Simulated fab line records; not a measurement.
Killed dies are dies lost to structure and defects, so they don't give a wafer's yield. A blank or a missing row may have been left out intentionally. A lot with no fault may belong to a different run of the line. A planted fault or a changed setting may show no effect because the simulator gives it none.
Chamber matching	flow n5-finfet	N5_BEOL_M13_VIA_ETCH_16 on rie-diel-02: 4 sister chambers
The step etches SiOC in C4F8/O2/Ar, target depth 921.7 nm. 14 wafers are shown with their chamber, then 7 later ones without.

== WAFERS, EACH WITH ITS CHAMBER ==
wafer	chamber	throttle-valve-pct (%)	drypump-motor-current-A (A)	showerhead-plenum-p-Torr (Torr)
L374.2	3	24.33	6.5	3.41
L374.3	0	23.77	5.1	3.59
L374.6	2	24.52	6.7	3.44
L378.1	1	24.29	6.2	3.38
L378.3	0	23.77	5.0	3.59
L378.5	2	24.53	6.7	3.44
L379.1	2	24.53	6.8	3.44
L379.2	1	24.29	6.2	3.38
L379.4	0	23.79	5.0	3.59
L381.1	2	24.55	6.7	3.44
L381.3	0	23.80	5.0	3.58
L381.5	0	23.78	5.1	3.58
L383.1	1	24.32	6.2	3.37
L383.5	2	24.55	6.7	3.43

SIGNATURES (means of the wafers above)
reading	chamber 0	chamber 1	chamber 2	chamber 3	scatter within a chamber
throttle-valve-pct	23.7820	24.3000	24.5360	24.3300	0.0141
drypump-motor-current-A	5.040	6.200	6.720	6.500	0.0447
showerhead-plenum-p-Torr	3.5860	3.3767	3.4380	3.4100	0.00516
Rule: a wafer lies at a distance from a chamber equal to the root of the sum of squares, over the readings, of (its reading less the chamber's mean, divided by the reading's scatter). The wafer belongs to the nearest chamber; if the next one is less than 2 further off, it can't be placed. The scatter: the root of (the sum of the squares of (reading less its chamber's mean) over the shown wafers, divided by (wafers less chambers)).

== WAFERS MISSING THEIR CHAMBER ==
wafer	throttle-valve-pct (%)	drypump-motor-current-A (A)	showerhead-plenum-p-Torr (Torr)
L383.6	24.37	6.5	3.40
L394.1	23.83	5.1	3.57
L394.4	24.58	6.8	3.42
L394.6	23.83	5.1	3.57
L397.1	24.38	6.5	3.39
L397.2	24.33	6.2	3.36
L397.6	23.83	5.0	3.57

== THE CHAMBER EACH PASSED THROUGH ==
wafer	from the rows above	in truth
L383.6	3	3
L394.1	0	0
L394.4	2	2
L394.6	0	0
L397.1	3	3
L397.2	1	1
L397.6	0	0
Correctly placed: 7 of 7. Can't be placed from these rows: 0. 0 placed wrongly.
